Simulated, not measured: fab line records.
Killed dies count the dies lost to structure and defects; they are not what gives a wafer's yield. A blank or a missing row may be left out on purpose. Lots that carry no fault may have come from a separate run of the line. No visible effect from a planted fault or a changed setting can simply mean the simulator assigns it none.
Which tool is to blame? || flow n5Finfet || Sampling: 14 lots, 42 wafers, 4 of 1938 route steps

== WHAT THE GAUGES READ, wafer by wafer ==
The record holds no reading of a measuring or inspecting step that can be judged against a usual standard deviation.

== TOOL THAT RAN EACH LOT (tool first, then ch and the chambers of the sampled wafers, then the start) ==
{"lot": "L889", "N5_MOL_CONTACT_COAG_CVD_140": "cvdW-02 ch 0,1, day 5 09:35", "N5_BEOL_M0_SAQP_EXPOSE_11": "arfiScanner-01 ch 0, day 5 17:27", "N5_BEOL_M0_SAQP_DESCUM_19": "rieDiel-04 ch 0,2,3, day 5 17:49", "N5_BEOL_M0_SAQP_ETCH_83": "rieDiel-04 ch 0,2,3, day 5 17:51"}
{"lot": "L890", "N5_MOL_CONTACT_COAG_CVD_140": "cvdW-01 ch 0,1, day 5 18:34", "N5_BEOL_M0_SAQP_EXPOSE_11": "arfiScanner-03 ch 0, day 6 00:29", "N5_BEOL_M0_SAQP_DESCUM_19": "rieDiel-04 ch 0,1, day 6 01:08", "N5_BEOL_M0_SAQP_ETCH_83": "rieDiel-04 ch 0,1, day 6 01:10"}
{"lot": "L891", "N5_MOL_CONTACT_COAG_CVD_140": "cvdW-01 ch 0,1, day 5 21:50", "N5_BEOL_M0_SAQP_EXPOSE_11": "arfiScanner-03 ch 0, day 6 03:59", "N5_BEOL_M0_SAQP_DESCUM_19": "rieDiel-02 ch 0,3, day 6 04:11", "N5_BEOL_M0_SAQP_ETCH_83": "rieDiel-02 ch 0,3, day 6 04:13"}
{"lot": "L892", "N5_MOL_CONTACT_COAG_CVD_140": "cvdW-02 ch 0,1, day 6 01:23", "N5_BEOL_M0_SAQP_EXPOSE_11": "arfiScanner-02 ch 0, day 6 07:44", "N5_BEOL_M0_SAQP_DESCUM_19": "rieDiel-02 ch 0,1, day 6 07:57", "N5_BEOL_M0_SAQP_ETCH_83": "rieDiel-02 ch 0,1, day 6 07:59"}
{"lot": "L896", "N5_MOL_CONTACT_COAG_CVD_140": "cvdW-02 ch 0,1, day 6 23:22", "N5_BEOL_M0_SAQP_EXPOSE_11": "arfiScanner-01 ch 0, day 7 04:16", "N5_BEOL_M0_SAQP_DESCUM_19": "rieDiel-04 ch 0,1, day 7 04:28", "N5_BEOL_M0_SAQP_ETCH_83": "rieDiel-04 ch 0,1, day 7 04:30"}
{"lot": "L898", "N5_MOL_CONTACT_COAG_CVD_140": "cvdW-02 ch 0,1, day 7 12:53", "N5_BEOL_M0_SAQP_EXPOSE_11": "arfiScanner-02 ch 0, day 7 18:45", "N5_BEOL_M0_SAQP_DESCUM_19": "rieDiel-02 ch 0,1, day 7 18:56", "N5_BEOL_M0_SAQP_ETCH_83": "rieDiel-02 ch 0,1, day 7 18:59"}
{"lot": "L899", "N5_MOL_CONTACT_COAG_CVD_140": "cvdW-01 ch 0,1, day 7 21:53", "N5_BEOL_M0_SAQP_EXPOSE_11": "arfiScanner-01 ch 0, day 8 05:50", "N5_BEOL_M0_SAQP_DESCUM_19": "rieDiel-04 ch 0,2,3, day 8 06:09", "N5_BEOL_M0_SAQP_ETCH_83": "rieDiel-04 ch 0,2,3, day 8 06:11"}
{"lot": "L903", "N5_MOL_CONTACT_COAG_CVD_140": "cvdW-02 ch 1, day 8 18:31", "N5_BEOL_M0_SAQP_EXPOSE_11": "arfiScanner-03, day 8 23:38", "N5_BEOL_M0_SAQP_DESCUM_19": "rieDiel-03 ch 0,1,2, day 8 23:50", "N5_BEOL_M0_SAQP_ETCH_83": "rieDiel-03 ch 0,1,2, day 8 23:52"}
{"lot": "L904", "N5_MOL_CONTACT_COAG_CVD_140": "cvdW-02 ch 0,1, day 8 23:44", "N5_BEOL_M0_SAQP_EXPOSE_11": "arfiScanner-02, day 9 04:58", "N5_BEOL_M0_SAQP_DESCUM_19": "rieDiel-02 ch 0,2,3, day 9 05:10", "N5_BEOL_M0_SAQP_ETCH_83": "rieDiel-02 ch 0,2,3, day 9 05:13"}
{"lot": "L905", "N5_MOL_CONTACT_COAG_CVD_140": "cvdW-01 ch 0,1, day 9 09:07", "N5_BEOL_M0_SAQP_EXPOSE_11": "arfiScanner-03 ch 0, day 9 14:12", "N5_BEOL_M0_SAQP_DESCUM_19": "rieDiel-03 ch 0,1, day 9 14:25", "N5_BEOL_M0_SAQP_ETCH_83": "rieDiel-03 ch 0,1, day 9 14:27"}
{"lot": "L906", "N5_MOL_CONTACT_COAG_CVD_140": "cvdW-02 ch 0,1, day 9 10:39", "N5_BEOL_M0_SAQP_EXPOSE_11": "arfiScanner-03 ch 0, day 9 16:52", "N5_BEOL_M0_SAQP_DESCUM_19": "rieDiel-03 ch 0,3, day 9 17:04", "N5_BEOL_M0_SAQP_ETCH_83": "rieDiel-03 ch 0,3, day 9 17:07"}
{"lot": "L908", "N5_MOL_CONTACT_COAG_CVD_140": "cvdW-02 ch 0,1, day 9 22:27", "N5_BEOL_M0_SAQP_EXPOSE_11": "arfiScanner-02 ch 0, day 10 04:33", "N5_BEOL_M0_SAQP_DESCUM_19": "rieDiel-02 ch 0,1, day 10 04:46", "N5_BEOL_M0_SAQP_ETCH_83": "rieDiel-02 ch 0,1, day 10 04:47"}
{"lot": "L911", "N5_MOL_CONTACT_COAG_CVD_140": "cvdW-02 ch 0,1, day 10 18:42", "N5_BEOL_M0_SAQP_EXPOSE_11": "arfiScanner-01 ch 0, day 11 02:06", "N5_BEOL_M0_SAQP_DESCUM_19": "rieDiel-02 ch 1,3, day 11 02:25", "N5_BEOL_M0_SAQP_ETCH_83": "rieDiel-02 ch 1,3, day 11 02:26"}
{"lot": "L912", "N5_MOL_CONTACT_COAG_CVD_140": "cvdW-02 ch 0,1, day 11 00:44", "N5_BEOL_M0_SAQP_EXPOSE_11": "arfiScanner-03 ch 0, day 11 06:39", "N5_BEOL_M0_SAQP_DESCUM_19": "rieDiel-04 ch 0,3, day 11 06:52", "N5_BEOL_M0_SAQP_ETCH_83": "rieDiel-04 ch 0,3, day 11 06:54"}
- N5_MOL_CONTACT_COAG_CVD_140: deposits W, target thk 66.5 nm, time 215 s.
- N5_BEOL_M0_SAQP_EXPOSE_11: exposes mask M0 CORE, target cd 42 nm.
- N5_BEOL_M0_SAQP_DESCUM_19: chemistry O2, time 7.9 s.
- N5_BEOL_M0_SAQP_ETCH_83: etches SiARC in CF4, target depth 39 nm, time 65 s.

== WHAT THE TOOLS THEMSELVES READ (means of the sampled wafers that have a number; where no wafer has one, the mark that the record gives instead) ==
N5_MOL_CONTACT_COAG_CVD_140.
{"lot": "L889", "tool": "cvdW-02", "heaterPowerW (W)": 457}
{"lot": "L890", "tool": "cvdW-01", "heaterPowerW (W)": 465}
{"lot": "L891", "tool": "cvdW-01", "heaterPowerW (W)": 436}
{"lot": "L892", "tool": "cvdW-02", "heaterPowerW (W)": 459}
{"lot": "L896", "tool": "cvdW-02", "heaterPowerW (W)": 455}
{"lot": "L898", "tool": "cvdW-02", "heaterPowerW (W)": 451}
{"lot": "L899", "tool": "cvdW-01", "heaterPowerW (W)": 436}
{"lot": "L903", "tool": "cvdW-02", "heaterPowerW (W)": 466}
{"lot": "L904", "tool": "cvdW-02", "heaterPowerW (W)": 457}
{"lot": "L905", "tool": "cvdW-01", "heaterPowerW (W)": 433}
{"lot": "L906", "tool": "cvdW-02", "heaterPowerW (W)": 465}
{"lot": "L908", "tool": "cvdW-02", "heaterPowerW (W)": 453}
{"lot": "L911", "tool": "cvdW-02", "heaterPowerW (W)": 455}
{"lot": "L912", "tool": "cvdW-02", "heaterPowerW (W)": 449}

N5_BEOL_M0_SAQP_EXPOSE_11.
{"lot": "L889", "tool": "arfiScanner-01", "exposureDoseMJCm2": 54.86}
{"lot": "L890", "tool": "arfiScanner-03", "exposureDoseMJCm2": 54.87}
{"lot": "L891", "tool": "arfiScanner-03", "exposureDoseMJCm2": 54.89}
{"lot": "L892", "tool": "arfiScanner-02", "exposureDoseMJCm2": 54.93}
{"lot": "L896", "tool": "arfiScanner-01", "exposureDoseMJCm2": 54.93}
{"lot": "L898", "tool": "arfiScanner-02", "exposureDoseMJCm2": 54.88}
{"lot": "L899", "tool": "arfiScanner-01", "exposureDoseMJCm2": 55.06}
{"lot": "L903", "tool": "arfiScanner-03", "exposureDoseMJCm2": "-"}
{"lot": "L904", "tool": "arfiScanner-02", "exposureDoseMJCm2": "-"}
{"lot": "L905", "tool": "arfiScanner-03", "exposureDoseMJCm2": 54.91}
{"lot": "L906", "tool": "arfiScanner-03", "exposureDoseMJCm2": 54.96}
{"lot": "L908", "tool": "arfiScanner-02", "exposureDoseMJCm2": 54.99}
{"lot": "L911", "tool": "arfiScanner-01", "exposureDoseMJCm2": 54.98}
{"lot": "L912", "tool": "arfiScanner-03", "exposureDoseMJCm2": 54.93}

N5_BEOL_M0_SAQP_DESCUM_19.
{"lot": "L889", "tool": "rieDiel-04", "drypumpMotorCurrentA (A)": 5.9, "oesProductAu (a.u.)": 0.79, "rfVppV (V)": 243.4, "showerheadPlenumPTorr (Torr)": 2.10, "throttleValvePct (%)": 20.41}
{"lot": "L890", "tool": "rieDiel-04", "drypumpMotorCurrentA (A)": 5.3, "oesProductAu (a.u.)": 0.69, "rfVppV (V)": 241.9, "showerheadPlenumPTorr (Torr)": 2.11, "throttleValvePct (%)": 20.59}
{"lot": "L891", "tool": "rieDiel-02", "drypumpMotorCurrentA (A)": 5.2, "oesProductAu (a.u.)": 0.72, "rfVppV (V)": 241.1, "showerheadPlenumPTorr (Torr)": 2.06, "throttleValvePct (%)": 20.77}
{"lot": "L892", "tool": "rieDiel-02", "drypumpMotorCurrentA (A)": 5.9, "oesProductAu (a.u.)": 0.67, "rfVppV (V)": 242.8, "showerheadPlenumPTorr (Torr)": 2.11, "throttleValvePct (%)": 20.47}
{"lot": "L896", "tool": "rieDiel-04", "drypumpMotorCurrentA (A)": 5.4, "oesProductAu (a.u.)": 0.70, "rfVppV (V)": 242.7, "showerheadPlenumPTorr (Torr)": 2.03, "throttleValvePct (%)": 20.55}
{"lot": "L898", "tool": "rieDiel-02", "drypumpMotorCurrentA (A)": 6.2, "oesProductAu (a.u.)": 0.66, "rfVppV (V)": 243.3, "showerheadPlenumPTorr (Torr)": 2.07, "throttleValvePct (%)": 20.39}
{"lot": "L899", "tool": "rieDiel-04", "drypumpMotorCurrentA (A)": 5.9, "oesProductAu (a.u.)": 0.77, "rfVppV (V)": 243.3, "showerheadPlenumPTorr (Torr)": 2.09, "throttleValvePct (%)": 20.46}
{"lot": "L903", "tool": "rieDiel-03", "drypumpMotorCurrentA (A)": 5.9, "oesProductAu (a.u.)": 0.79, "rfVppV (V)": 242.4, "showerheadPlenumPTorr (Torr)": 2.03, "throttleValvePct (%)": 20.25}
{"lot": "L904", "tool": "rieDiel-02", "drypumpMotorCurrentA (A)": 5.5, "oesProductAu (a.u.)": 0.82, "rfVppV (V)": 242.6, "showerheadPlenumPTorr (Torr)": 2.08, "throttleValvePct (%)": 20.57}
{"lot": "L905", "tool": "rieDiel-03", "drypumpMotorCurrentA (A)": 5.9, "oesProductAu (a.u.)": 0.82, "rfVppV (V)": 242.7, "showerheadPlenumPTorr (Torr)": 2.04, "throttleValvePct (%)": 20.13}
{"lot": "L906", "tool": "rieDiel-03", "drypumpMotorCurrentA (A)": 5.6, "oesProductAu (a.u.)": 0.74, "rfVppV (V)": 242.8, "showerheadPlenumPTorr (Torr)": 2.12, "throttleValvePct (%)": 20.34}
{"lot": "L908", "tool": "rieDiel-02", "drypumpMotorCurrentA (A)": 5.9, "oesProductAu (a.u.)": 0.96, "rfVppV (V)": 244.2, "showerheadPlenumPTorr (Torr)": 2.10, "throttleValvePct (%)": 20.11}
{"lot": "L911", "tool": "rieDiel-02", "drypumpMotorCurrentA (A)": 5.9, "oesProductAu (a.u.)": 0.88, "rfVppV (V)": 242.4, "showerheadPlenumPTorr (Torr)": 2.02, "throttleValvePct (%)": 20.29}
{"lot": "L912", "tool": "rieDiel-04", "drypumpMotorCurrentA (A)": 6.0, "oesProductAu (a.u.)": 0.79, "rfVppV (V)": 244.3, "showerheadPlenumPTorr (Torr)": 2.14, "throttleValvePct (%)": 20.60}

N5_BEOL_M0_SAQP_ETCH_83.
{"lot": "L889", "tool": "rieDiel-04", "cf4FlowSccm (sccm)": 100.4, "drypumpMotorCurrentA (A)": 5.9, "etchRfOnTimeS (s)": 65.7, "oesProductAu (a.u.)": 0.67, "rfVppV (V)": 184.0, "showerheadPlenumPTorr (Torr)": 2.16, "throttleValvePct (%)": 15.65}
{"lot": "L890", "tool": "rieDiel-04", "cf4FlowSccm (sccm)": 99.8, "drypumpMotorCurrentA (A)": 5.3, "etchRfOnTimeS (s)": 65.5, "oesProductAu (a.u.)": 0.60, "rfVppV (V)": 184.0, "showerheadPlenumPTorr (Torr)": 2.15, "throttleValvePct (%)": 15.73}
{"lot": "L891", "tool": "rieDiel-02", "cf4FlowSccm (sccm)": 100.0, "drypumpMotorCurrentA (A)": 5.2, "etchRfOnTimeS (s)": 63.2, "oesProductAu (a.u.)": 0.63, "rfVppV (V)": 183.3, "showerheadPlenumPTorr (Torr)": 2.09, "throttleValvePct (%)": 15.87}
{"lot": "L892", "tool": "rieDiel-02", "cf4FlowSccm (sccm)": 99.8, "drypumpMotorCurrentA (A)": 5.9, "etchRfOnTimeS (s)": 66.9, "oesProductAu (a.u.)": 0.58, "rfVppV (V)": 183.7, "showerheadPlenumPTorr (Torr)": 2.16, "throttleValvePct (%)": 15.69}
{"lot": "L896", "tool": "rieDiel-04", "cf4FlowSccm (sccm)": 99.9, "drypumpMotorCurrentA (A)": 5.4, "etchRfOnTimeS (s)": 66.5, "oesProductAu (a.u.)": 0.60, "rfVppV (V)": 183.2, "showerheadPlenumPTorr (Torr)": 2.09, "throttleValvePct (%)": 15.77}
{"lot": "L898", "tool": "rieDiel-02", "cf4FlowSccm (sccm)": 100.0, "drypumpMotorCurrentA (A)": 6.1, "etchRfOnTimeS (s)": 66.8, "oesProductAu (a.u.)": 0.57, "rfVppV (V)": 184.0, "showerheadPlenumPTorr (Torr)": 2.13, "throttleValvePct (%)": 15.70}
{"lot": "L899", "tool": "rieDiel-04", "cf4FlowSccm (sccm)": 99.9, "drypumpMotorCurrentA (A)": 5.9, "etchRfOnTimeS (s)": 65.2, "oesProductAu (a.u.)": 0.65, "rfVppV (V)": 183.3, "showerheadPlenumPTorr (Torr)": 2.15, "throttleValvePct (%)": 15.68}
{"lot": "L903", "tool": "rieDiel-03", "cf4FlowSccm (sccm)": 99.5, "drypumpMotorCurrentA (A)": 5.9, "etchRfOnTimeS (s)": 65.2, "oesProductAu (a.u.)": 0.29, "rfVppV (V)": 182.8, "showerheadPlenumPTorr (Torr)": 2.09, "throttleValvePct (%)": 15.48}
{"lot": "L904", "tool": "rieDiel-02", "cf4FlowSccm (sccm)": 100.1, "drypumpMotorCurrentA (A)": 5.5, "etchRfOnTimeS (s)": 64.1, "oesProductAu (a.u.)": 0.31, "rfVppV (V)": 183.4, "showerheadPlenumPTorr (Torr)": 2.12, "throttleValvePct (%)": 15.69}
{"lot": "L905", "tool": "rieDiel-03", "cf4FlowSccm (sccm)": 99.9, "drypumpMotorCurrentA (A)": 5.8, "etchRfOnTimeS (s)": 65.4, "oesProductAu (a.u.)": 0.69, "rfVppV (V)": 183.5, "showerheadPlenumPTorr (Torr)": 2.10, "throttleValvePct (%)": 15.39}
{"lot": "L906", "tool": "rieDiel-03", "cf4FlowSccm (sccm)": 99.7, "drypumpMotorCurrentA (A)": 5.6, "etchRfOnTimeS (s)": 65.6, "oesProductAu (a.u.)": 0.64, "rfVppV (V)": 184.6, "showerheadPlenumPTorr (Torr)": 2.17, "throttleValvePct (%)": 15.58}
{"lot": "L908", "tool": "rieDiel-02", "cf4FlowSccm (sccm)": 100.0, "drypumpMotorCurrentA (A)": 5.9, "etchRfOnTimeS (s)": 65.5, "oesProductAu (a.u.)": 0.82, "rfVppV (V)": 184.2, "showerheadPlenumPTorr (Torr)": 2.16, "throttleValvePct (%)": 15.24}
{"lot": "L911", "tool": "rieDiel-02", "cf4FlowSccm (sccm)": 99.9, "drypumpMotorCurrentA (A)": 5.9, "etchRfOnTimeS (s)": 64.0, "oesProductAu (a.u.)": 0.75, "rfVppV (V)": 183.6, "showerheadPlenumPTorr (Torr)": 2.09, "throttleValvePct (%)": 15.51}
{"lot": "L912", "tool": "rieDiel-04", "cf4FlowSccm (sccm)": 99.8, "drypumpMotorCurrentA (A)": 6.0, "etchRfOnTimeS (s)": 66.5, "oesProductAu (a.u.)": 0.67, "rfVppV (V)": 184.8, "showerheadPlenumPTorr (Torr)": 2.18, "throttleValvePct (%)": 15.70}

== THE ANSWER, worked out from the rows above alone ==
Rule: the lots themselves supply what counts as usual. The widest of any qualifying gaps counts: lots, ordered by their means at a reading, are off when they make up no more than a third of the lots, leave a main group of 4 or more, and stand apart from it by 3 or more times the standard deviation of that group's means. A main group whose means are all the same, to the digits that the tables above print for the reading, isn't used. Also off: a lot with no number at a reading for which 4 or more lots have one. All remaining lots with rows at the step are treated as sound. After the gauges, taken in route order, come the tools' own readings; for these a lot's mean is taken, as printed above. The first step at which some lot is off is used, and at that step the reading that is off furthest; a lot without a number counts as furthest.
Off: L903, L904 (N5_BEOL_M0_SAQP_EXPOSE_11, exposureDoseMJCm2). Without a number there: L903, L904. Main group: mean 54.93, sd 0.055.
If a tool, at that step or one of the process steps before it, ran each lot that is off and ran no sound lot following the first of them, it fits. No candidate that was tried fits.

== WHAT THE SIMULATOR HAD INSERTED ==
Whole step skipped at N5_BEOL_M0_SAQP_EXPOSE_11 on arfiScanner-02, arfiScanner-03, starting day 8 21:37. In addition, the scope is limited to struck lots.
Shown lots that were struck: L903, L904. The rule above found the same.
